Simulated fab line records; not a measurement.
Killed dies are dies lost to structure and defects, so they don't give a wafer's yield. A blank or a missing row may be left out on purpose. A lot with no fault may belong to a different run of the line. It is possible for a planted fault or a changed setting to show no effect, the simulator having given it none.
What tool caused it?    flow n5Finfet    24 lots, 72 wafers sampled, at 6 steps of a route of 1938

WHAT THE GAUGES READ, wafer by wafer
N5_DUMMY_GATE_CD_MEAS_15: target cd 25.8 nm.
lot   measured     on        cdNm (nm)
L074  day 2 22:05  cdSem-02  24.96 25.25 24.93
L075  day 3 03:10  cdSem-01  24.76 24.69 24.65
L076  day 3 09:27  cdSem-03  24.55 24.84 24.96
L077  day 3 16:59  cdSem-03  24.99 24.90 24.87
L078  day 3 22:39  cdSem-02  25.01 24.88 25.21
L079  day 4 04:09  cdSem-03  25.07 24.98 25.13
L080  day 4 10:31  cdSem-01  25.11 24.80 24.95
L081  day 4 16:34  cdSem-01  25.09 24.61 24.98
L082  day 4 23:07  cdSem-02  25.20 24.92 24.89
L083  day 5 09:52  cdSem-02  25.33 24.82 25.36
L084  day 5 11:58  cdSem-03  25.14 25.25 25.04
L085  day 5 18:48  cdSem-03  25.32 25.25 24.84
L086  day 6 00:46  cdSem-02  25.31 24.95 25.30
L087  day 6 05:59  cdSem-02  25.00 24.86 24.95
L088  day 6 10:36  cdSem-01  24.99 24.79 24.85
L089  day 6 15:50  cdSem-02  25.21 25.07 24.79
L090  day 6 22:11  cdSem-01  25.36 25.15 24.97
L091  day 7 04:41  cdSem-03  24.90 24.80 25.00
L092  day 7 10:04  cdSem-03  25.19 25.34 25.51
L093  day 7 14:44  cdSem-03  25.13 24.63 24.89
L094  day 7 21:59  cdSem-02  24.92 24.76 25.14
L095  day 8 02:50  cdSem-01  24.97 24.64 24.94
L096  day 8 11:10  cdSem-02  25.24 25.17 25.18
L097  day 8 22:13  cdSem-02  24.44 24.72 25.00

N5_DUMMY_GATE_CD_MEAS_50: target cd 14 nm.
lot   measured     on        cdNm (nm)
L074  day 2 22:44  cdSem-01  13.94 13.93 13.81
L075  day 3 03:43  cdSem-01  14.18 14.08 13.92
L076  day 3 10:04  cdSem-01  13.87 14.25 14.14
L077  day 3 17:50  cdSem-01  13.25 14.12 13.65
L078  day 3 23:26  cdSem-01  14.26 14.23 14.05
L079  day 4 04:44  cdSem-02  13.69 14.12 14.11
L080  day 4 11:01  cdSem-01  13.79 13.95 14.19
L081  day 4 17:08  cdSem-02  13.82 13.79 13.49
L082  day 4 23:53  cdSem-02  14.14 14.06 13.82
L083  day 5 10:23  cdSem-03  13.97 14.41 14.43
L084  day 5 12:29  cdSem-01  13.99 14.25 14.13
L085  day 5 19:29  cdSem-02  13.83 13.90 13.74
L086  day 6 01:16  cdSem-03  14.26 14.03 14.76
L087  day 6 06:56  cdSem-02  13.98 14.18 13.43
L088  day 6 11:07  cdSem-01  13.49 13.91 14.00
L089  day 6 16:34  cdSem-03  14.09 14.17 14.26
L090  day 6 22:41  cdSem-03  14.40 14.16 13.87
L091  day 7 05:22  cdSem-03  14.04 13.83 13.68
L092  day 7 10:35  cdSem-03  14.04 13.98 14.10
L093  day 7 15:16  cdSem-01  13.81 13.91 13.67
L094  day 7 22:31  cdSem-03  14.13 13.62 14.15
L095  day 8 03:28  cdSem-03  14.05 13.98 14.06
L096  day 8 11:43  cdSem-03  14.07 14.09 13.78
L097  day 8 22:45  cdSem-03  13.56 13.84 13.87

TOOL THAT RAN EACH LOT (tool first, then ch and the chambers of the sampled wafers, then the start)
lot   N5_FIN_SAQP_DENSIFY_62          N5_FIN_SAQP_HM_DEP_72           N5_FIN_SAQP_SPACER1_ALD_24       N5_STI_FIN_REVEAL_STRIP_24
L074  rtpAnneal-01 ch 0, day 1 21:25  pecvd-01 ch 0,1, day 1 22:00    aldSin-01 ch 0,1, day 1 23:44    rieDiel-05 ch 1,2,3, day 2 10:09
L075  rtpAnneal-01 ch 0, day 2 02:59  pecvd-03 ch 1,2, day 2 03:35    aldSin-02 ch 0,1,2, day 2 05:14  rieDiel-05 ch 1,2,3, day 2 15:34
L076  rtpAnneal-02 ch 0, day 2 08:59  pecvd-01 ch 0,1, day 2 09:28    aldSin-04 ch 1,2, day 2 11:06    rieDiel-04 ch 0,1,3, day 2 21:47
L077  rtpAnneal-01 ch 0, day 2 15:32  pecvd-01 ch 0,1, day 2 16:05    aldSin-02 ch 1,2,3, day 2 18:44  rieDiel-02 ch 1,2,3, day 3 05:22
L078  rtpAnneal-01 ch 0, day 2 21:13  pecvd-03 ch 0,1,2, day 2 21:41  aldSin-04 ch 0,1,2, day 2 23:47  rieDiel-05 ch 1,2, day 3 11:08
L079  rtpAnneal-02 ch 0, day 3 03:03  pecvd-04 ch 0,2, day 3 03:37    aldSin-02 ch 1,2,3, day 3 05:23  rieDiel-04 ch 0,2, day 3 16:39
L080  rtpAnneal-01 ch 0, day 3 09:12  pecvd-01 ch 0,2, day 3 09:41    aldSin-02 ch 0,2,3, day 3 11:12  rieDiel-02 ch 2,3, day 3 22:54
L081  rtpAnneal-02 ch 0, day 3 14:43  pecvd-03 ch 0,1,2, day 3 15:16  aldSin-04 ch 1,2,3, day 3 16:46  rieDiel-02 ch 0,2,3, day 4 04:07
L082  rtpAnneal-02 ch 0, day 3 21:43  pecvd-01 ch 2, day 3 22:16      aldSin-01 ch 0,1, day 4 00:11    rieDiel-04 ch 1,2, day 4 10:41
L083  rtpAnneal-01 ch 0, day 4 03:29  pecvd-04 ch 0,2, day 4 03:59    aldSin-04 ch 0,2,3, day 4 07:34  rieDiel-05 ch 0,1,2, day 4 18:08
L084  rtpAnneal-02 ch 0, day 4 09:28  pecvd-01 ch 0,1,2, day 4 09:56  aldSin-02 ch 0,1, day 4 11:38    rieDiel-02 ch 0,1,2, day 4 21:57
L085  rtpAnneal-01 ch 0, day 4 15:35  pecvd-03 ch 0,1,2, day 4 16:08  aldSin-02 ch 0,1,2, day 4 17:38  rieDiel-05 ch 1,2,3, day 5 07:10
L086  rtpAnneal-02 ch 0, day 4 23:21  pecvd-03 ch 0,1,2, day 4 23:50  aldSin-04 ch 0,1, day 5 01:55    rieDiel-05 ch 0,2,3, day 5 13:16
L087  rtpAnneal-01 ch 0, day 5 04:59  pecvd-04 ch 0,1, day 5 05:31    aldSin-04 ch 0,1,3, day 5 07:12  rieDiel-05 ch 2,3, day 5 18:02
L088  rtpAnneal-01 ch 0, day 5 09:43  pecvd-03 ch 1,2, day 5 10:17    aldSin-01 ch 0,3, day 5 11:55    rieDiel-02 ch 1,2, day 5 22:43
L089  rtpAnneal-02 ch 0, day 5 15:41  pecvd-03 ch 0,1,2, day 5 16:14  aldSin-04 ch 0,1,2, day 5 17:52  rieDiel-02 ch 0,2,3, day 6 04:07
L090  rtpAnneal-01 ch 0, day 5 21:23  pecvd-04 ch 1,2, day 5 21:53    aldSin-01 ch 0,1,2, day 5 23:25  rieDiel-02 ch 0,2,3, day 6 10:42
L091  rtpAnneal-02 ch 0, day 6 03:21  pecvd-01 ch 0,1,2, day 6 03:54  aldSin-04 ch 0,1,3, day 6 05:32  rieDiel-04 ch 0,1,3, day 6 16:59
L092  rtpAnneal-02 ch 0, day 6 09:24  pecvd-01 ch 0,1,2, day 6 09:58  aldSin-01 ch 0,1,2, day 6 11:37  rieDiel-02 ch 2,3, day 6 22:26
L093  rtpAnneal-01 ch 0, day 6 14:56  pecvd-04 ch 1,2, day 6 15:29    aldSin-02 ch 0,2,3, day 6 17:02  rieDiel-02 ch 2,3, day 7 03:13
L094  rtpAnneal-02 ch 0, day 6 20:59  pecvd-04 ch 0,2, day 6 21:35    aldSin-04 ch 0,3, day 6 23:56    rieDiel-02 ch 2,3, day 7 10:15
L095  rtpAnneal-01 ch 0, day 7 02:43  pecvd-01 ch 0,1,2, day 7 03:11  aldSin-02 ch 0,1,2, day 7 05:16  rieDiel-02 ch 0,1, day 7 15:09
L096  rtpAnneal-02 ch 0, day 7 09:23  pecvd-04 ch 1,2, day 7 09:54    aldSin-01 ch 0,1, day 7 11:35    rieDiel-02 ch 1,2,3, day 7 23:38
L097  rtpAnneal-01 ch 0, day 7 15:46  pecvd-01 ch 0,1, day 7 16:20    aldSin-02 ch 1,2,3, day 7 18:16  rieDiel-05 ch 0,2,3, day 8 04:44
- N5_FIN_SAQP_DENSIFY_62: time 60 s.
- N5_FIN_SAQP_HM_DEP_72: deposits SiO2 from SiH4/N2O, target thk 12 nm, time 7.2 s.
- N5_FIN_SAQP_SPACER1_ALD_24: deposits SiO2, target thk 20.3 nm, pulse time 1 s, purge time 2 s.
- N5_STI_FIN_REVEAL_STRIP_24: strips in N2/H2, time 90 s.

WHAT THE TOOLS THEMSELVES READ (means of the sampled wafers that have a number; where no wafer has one, the mark that the record gives instead)
N5_FIN_SAQP_DENSIFY_62.
lot   tool          lampPowerPct (%)  lamp_zone_4_pct (%)  wafer_temp_C_max
L074  rtpAnneal-01  9.89              9.846                703.0
L075  rtpAnneal-01  9.85              9.837                703.4
L076  rtpAnneal-02  9.86              9.838                703.0
L077  rtpAnneal-01  9.91              9.841                703.3
L078  rtpAnneal-01  9.87              9.840                703.1
L079  rtpAnneal-02  9.85              9.839                703.3
L080  rtpAnneal-01  9.80              9.842                703.4
L081  rtpAnneal-02  9.84              9.846                703.5
L082  rtpAnneal-02  9.86              9.838                702.9
L083  rtpAnneal-01  9.84              9.839                703.3
L084  rtpAnneal-02  9.85              9.836                703.4
L085  rtpAnneal-01  9.80              9.839                703.5
L086  rtpAnneal-02  9.84              9.841                703.1
L087  rtpAnneal-01  9.80              9.837                703.4
L088  rtpAnneal-01  9.88              9.833                702.6
L089  rtpAnneal-02  9.85              9.827                703.5
L090  rtpAnneal-01  9.85              9.842                702.9
L091  rtpAnneal-02  9.83              9.841                703.6
L092  rtpAnneal-02  9.85              9.831                703.2
L093  rtpAnneal-01  9.88              9.845                703.4
L094  rtpAnneal-02  9.89              9.820                703.3
L095  rtpAnneal-01  9.86              9.845                703.6
L096  rtpAnneal-02  9.84              9.838                703.8
L097  rtpAnneal-01  9.84              9.840                703.6

N5_FIN_SAQP_HM_DEP_72.
lot   tool      heaterPowerOuterW (W)  heaterPowerW (W)  showerheadPlenumPTorr (Torr)
L074  pecvd-01  501                    792               8.22
L075  pecvd-03  482                    783               8.02
L076  pecvd-01  489                    773               8.14
L077  pecvd-01  492                    789               8.23
L078  pecvd-03  463                    794               8.05
L079  pecvd-04  454                    729               8.01
L080  pecvd-01  513                    802               8.10
L081  pecvd-03  445                    769               8.04
L082  pecvd-01  433                    740               8.17
L083  pecvd-04  449                    743               8.00
L084  pecvd-01  493                    795               8.18
L085  pecvd-03  470                    801               8.04
L086  pecvd-03  432                    746               8.04
L087  pecvd-04  416                    671               8.18
L088  pecvd-03  464                    811               7.95
L089  pecvd-03  477                    818               8.03
L090  pecvd-04  432                    696               8.20
L091  pecvd-01  466                    771               8.17
L092  pecvd-01  483                    779               8.19
L093  pecvd-04  416                    646               8.19
L094  pecvd-04  433                    715               8.00
L095  pecvd-01  492                    797               8.18
L096  pecvd-04  411                    658               8.18
L097  pecvd-01  500                    772               8.14

N5_FIN_SAQP_SPACER1_ALD_24.
lot   tool       heaterPowerOuterW (W)  heaterPowerW (W)  precursorPulseHeightRel
L074  aldSin-01  232                    415               0.996
L075  aldSin-02  248                    453               1.016
L076  aldSin-04  251                    421               0.988
L077  aldSin-02  252                    453               0.982
L078  aldSin-04  266                    447               0.997
L079  aldSin-02  256                    451               1.017
L080  aldSin-02  249                    442               1.001
L081  aldSin-04  272                    466               0.997
L082  aldSin-01  234                    418               0.999
L083  aldSin-04  284                    482               1.009
L084  aldSin-02  252                    448               0.996
L085  aldSin-02  248                    449               1.002
L086  aldSin-04  267                    453               1.002
L087  aldSin-04  283                    501               1.008
L088  aldSin-01  270                    447               1.016
L089  aldSin-04  263                    444               0.994
L090  aldSin-01  266                    470               1.003
L091  aldSin-04  289                    486               1.004
L092  aldSin-01  264                    478               0.999
L093  aldSin-02  251                    438               0.990
L094  aldSin-04  304                    533               1.006
L095  aldSin-02  255                    449               0.993
L096  aldSin-01  237                    418               1.020
L097  aldSin-02  257                    449               0.993

N5_STI_FIN_REVEAL_STRIP_24.
lot   tool        drypumpMotorCurrentA (A)  oesProductAu (a.u.)  rfVppV (V)  showerheadPlenumPTorr (Torr)  throttleValvePct (%)
L074  rieDiel-05  5.9                       0.72                 46.1        3.41                          12.39
L075  rieDiel-05  5.9                       0.72                 44.1        3.41                          12.40
L076  rieDiel-04  5.6                       0.71                 45.0        3.35                          12.56
L077  rieDiel-02  5.7                       0.82                 45.1        3.46                          12.20
L078  rieDiel-05  5.6                       0.72                 45.1        3.40                          12.49
L079  rieDiel-04  5.5                       0.72                 46.0        3.31                          12.29
L080  rieDiel-02  5.7                       0.84                 45.4        3.47                          12.23
L081  rieDiel-02  5.7                       0.79                 45.5        3.36                          12.20
L082  rieDiel-04  5.3                       0.82                 45.3        3.34                          12.18
L083  rieDiel-05  5.8                       0.70                 44.6        3.39                          12.57
L084  rieDiel-02  5.7                       0.78                 44.5        3.44                          12.17
L085  rieDiel-05  5.9                       0.71                 45.2        3.40                          12.45
L086  rieDiel-05  6.3                       0.71                 45.4        3.48                          12.51
L087  rieDiel-05  6.1                       0.71                 45.2        3.49                          12.45
L088  rieDiel-02  5.8                       0.77                 45.2        3.53                          12.22
L089  rieDiel-02  5.6                       0.78                 45.4        3.35                          12.25
L090  rieDiel-02  5.6                       0.78                 45.8        3.35                          12.25
L091  rieDiel-04  5.6                       0.78                 46.2        3.33                          12.42
L092  rieDiel-02  5.6                       0.80                 45.9        3.35                          12.31
L093  rieDiel-02  5.6                       0.80                 45.4        3.35                          12.32
L094  rieDiel-02  5.7                       0.79                 44.8        3.35                          12.33
L095  rieDiel-02  5.7                       0.73                 45.4        3.42                          12.22
L096  rieDiel-02  5.7                       0.78                 45.4        3.43                          12.30
L097  rieDiel-05  6.2                       0.78                 45.8        3.47                          12.34

THE ANSWER, worked out from the rows above alone
Rule: the usual values come from the lots themselves. Put in order of their means at a reading, lots are off if they are a third of the lots or fewer, leave a main group of 4 or more, and stand apart from it by a gap of 3 or more times the standard deviation of the main group's means; of several such gaps the widest counts. A main group whose means are all the same, to the digits that the tables above print for the reading, isn't used. A lot without any number at a reading at which 4 lots or more have one is off too. Where the step has rows for the other lots, those lots are counted as sound. Order of review: gauges by route order, followed by the tools' own readings, for which a lot's mean as printed above is used. The first step at which some lot is off is used, and at that step the reading that is off furthest; a lot without a number counts as furthest.
No lot is off on any of the readings shown, so nothing can be concluded from this.

WHAT THE SIMULATOR PUT IN
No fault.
